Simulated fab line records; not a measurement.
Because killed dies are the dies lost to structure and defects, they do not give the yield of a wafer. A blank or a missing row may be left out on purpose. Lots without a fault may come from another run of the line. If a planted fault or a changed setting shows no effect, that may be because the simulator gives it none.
Chamber matching || flow n5-finfet || N5_BEOL_M0_SAQP_MANDREL_ETCH_20 on rie-si-06 has 4 sister chambers
The step etches a-Si in HBr/Cl2, stops on SiNx, target depth 60 nm, bt time 10 s, time 30 s. 18 wafers are shown with their chamber, then 9 later ones without.

## WAFERS, EACH WITH ITS CHAMBER
{"wafer": "L076.3", "chamber": 1, "throttle-valve-pct (%)": 35.0, "oes-product-au (a.u.)": 0.748, "he-backside-leak-sccm (sccm)": 2.52}
{"wafer": "L076.5", "chamber": 1, "throttle-valve-pct (%)": 35.1, "oes-product-au (a.u.)": 0.748, "he-backside-leak-sccm (sccm)": 2.62}
{"wafer": "L076.6", "chamber": 2, "throttle-valve-pct (%)": 35.5, "oes-product-au (a.u.)": 0.777, "he-backside-leak-sccm (sccm)": 2.52}
{"wafer": "L078.2", "chamber": 2, "throttle-valve-pct (%)": 35.5, "oes-product-au (a.u.)": 0.791, "he-backside-leak-sccm (sccm)": 2.64}
{"wafer": "L078.5", "chamber": 1, "throttle-valve-pct (%)": 35.0, "oes-product-au (a.u.)": 0.764, "he-backside-leak-sccm (sccm)": 2.43}
{"wafer": "L078.6", "chamber": 2, "throttle-valve-pct (%)": 35.5, "oes-product-au (a.u.)": 0.784, "he-backside-leak-sccm (sccm)": 2.62}
{"wafer": "L081.2", "chamber": 3, "throttle-valve-pct (%)": 35.6, "oes-product-au (a.u.)": 0.771, "he-backside-leak-sccm (sccm)": 2.41}
{"wafer": "L081.4", "chamber": 2, "throttle-valve-pct (%)": 35.5, "oes-product-au (a.u.)": 0.781, "he-backside-leak-sccm (sccm)": 2.76}
{"wafer": "L081.5", "chamber": 0, "throttle-valve-pct (%)": 35.4, "oes-product-au (a.u.)": 0.764, "he-backside-leak-sccm (sccm)": 2.42}
{"wafer": "L082.2", "chamber": 1, "throttle-valve-pct (%)": 35.1, "oes-product-au (a.u.)": 0.748, "he-backside-leak-sccm (sccm)": 2.52}
{"wafer": "L082.3", "chamber": 3, "throttle-valve-pct (%)": 35.6, "oes-product-au (a.u.)": 0.765, "he-backside-leak-sccm (sccm)": 2.53}
{"wafer": "L082.5", "chamber": 0, "throttle-valve-pct (%)": 35.4, "oes-product-au (a.u.)": 0.759, "he-backside-leak-sccm (sccm)": 2.50}
{"wafer": "L086.4", "chamber": 1, "throttle-valve-pct (%)": 35.0, "oes-product-au (a.u.)": 0.754, "he-backside-leak-sccm (sccm)": 2.33}
{"wafer": "L086.5", "chamber": 2, "throttle-valve-pct (%)": 35.4, "oes-product-au (a.u.)": 0.794, "he-backside-leak-sccm (sccm)": 2.59}
{"wafer": "L086.6", "chamber": 1, "throttle-valve-pct (%)": 35.1, "oes-product-au (a.u.)": 0.750, "he-backside-leak-sccm (sccm)": 2.38}
{"wafer": "L090.1", "chamber": 1, "throttle-valve-pct (%)": 35.1, "oes-product-au (a.u.)": 0.751, "he-backside-leak-sccm (sccm)": 2.51}
{"wafer": "L090.2", "chamber": 2, "throttle-valve-pct (%)": 35.5, "oes-product-au (a.u.)": 0.789, "he-backside-leak-sccm (sccm)": 2.36}
{"wafer": "L090.3", "chamber": 3, "throttle-valve-pct (%)": 35.6, "oes-product-au (a.u.)": 0.769, "he-backside-leak-sccm (sccm)": 2.66}

SIGNATURES, as means of the wafers listed above
{"reading": "throttle-valve-pct", "chamber 0": 35.400, "chamber 1": 35.057, "chamber 2": 35.483, "chamber 3": 35.600, "scatter within a chamber": 0.0427}
{"reading": "oes-product-au", "chamber 0": 0.76150, "chamber 1": 0.75186, "chamber 2": 0.78600, "chamber 3": 0.76833, "scatter within a chamber": 0.00561}
{"reading": "he-backside-leak-sccm", "chamber 0": 2.4600, "chamber 1": 2.4729, "chamber 2": 2.5817, "chamber 3": 2.5333, "scatter within a chamber": 0.114}
Rule: for each reading, subtract the chamber's mean from the wafer's reading, divide by that reading's scatter and square the result; add these up over the readings and take the root, which gives the wafer's distance from the chamber. The wafer belongs to the nearest chamber; if the next one is less than 2 further off, it can't be placed. The scatter is the square root of a quotient: the sum, over the shown wafers, of each reading's squared deviation from its chamber's mean, divided by wafers minus chambers.

## WAFERS WITHOUT THEIR CHAMBER
{"wafer": "L091.1", "throttle-valve-pct (%)": 35.5, "oes-product-au (a.u.)": 0.760, "he-backside-leak-sccm (sccm)": 2.52}
{"wafer": "L091.5", "throttle-valve-pct (%)": 35.4, "oes-product-au (a.u.)": 0.774, "he-backside-leak-sccm (sccm)": 2.66}
{"wafer": "L091.6", "throttle-valve-pct (%)": 35.1, "oes-product-au (a.u.)": 0.748, "he-backside-leak-sccm (sccm)": 2.62}
{"wafer": "L094.1", "throttle-valve-pct (%)": 35.5, "oes-product-au (a.u.)": 0.773, "he-backside-leak-sccm (sccm)": 2.52}
{"wafer": "L094.2", "throttle-valve-pct (%)": 35.4, "oes-product-au (a.u.)": 0.752, "he-backside-leak-sccm (sccm)": 2.42}
{"wafer": "L094.4", "throttle-valve-pct (%)": 35.1, "oes-product-au (a.u.)": 0.760, "he-backside-leak-sccm (sccm)": 2.52}
{"wafer": "L097.3", "throttle-valve-pct (%)": 35.5, "oes-product-au (a.u.)": 0.795, "he-backside-leak-sccm (sccm)": 2.49}
{"wafer": "L097.5", "throttle-valve-pct (%)": 35.0, "oes-product-au (a.u.)": 0.745, "he-backside-leak-sccm (sccm)": 2.59}
{"wafer": "L097.6", "throttle-valve-pct (%)": 35.4, "oes-product-au (a.u.)": 0.764, "he-backside-leak-sccm (sccm)": 2.59}

## THE CHAMBER EACH PASSED THROUGH
{"wafer": "L091.1", "from the rows above": "can't be placed: 0 or 3", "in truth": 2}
{"wafer": "L091.5", "from the rows above": "can't be placed: 0 or 2", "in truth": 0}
{"wafer": "L091.6", "from the rows above": 1, "in truth": 1}
{"wafer": "L094.1", "from the rows above": "can't be placed: 2 or 3 or 0", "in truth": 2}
{"wafer": "L094.2", "from the rows above": 0, "in truth": 0}
{"wafer": "L094.4", "from the rows above": 1, "in truth": 1}
{"wafer": "L097.3", "from the rows above": 2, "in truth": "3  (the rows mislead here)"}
{"wafer": "L097.5", "from the rows above": 1, "in truth": 1}
{"wafer": "L097.6", "from the rows above": 0, "in truth": 0}
Correct placement for 5 of the 9. These rows do not allow placing 3 (true chamber among the candidates in 2). Number placed wrongly: 1.
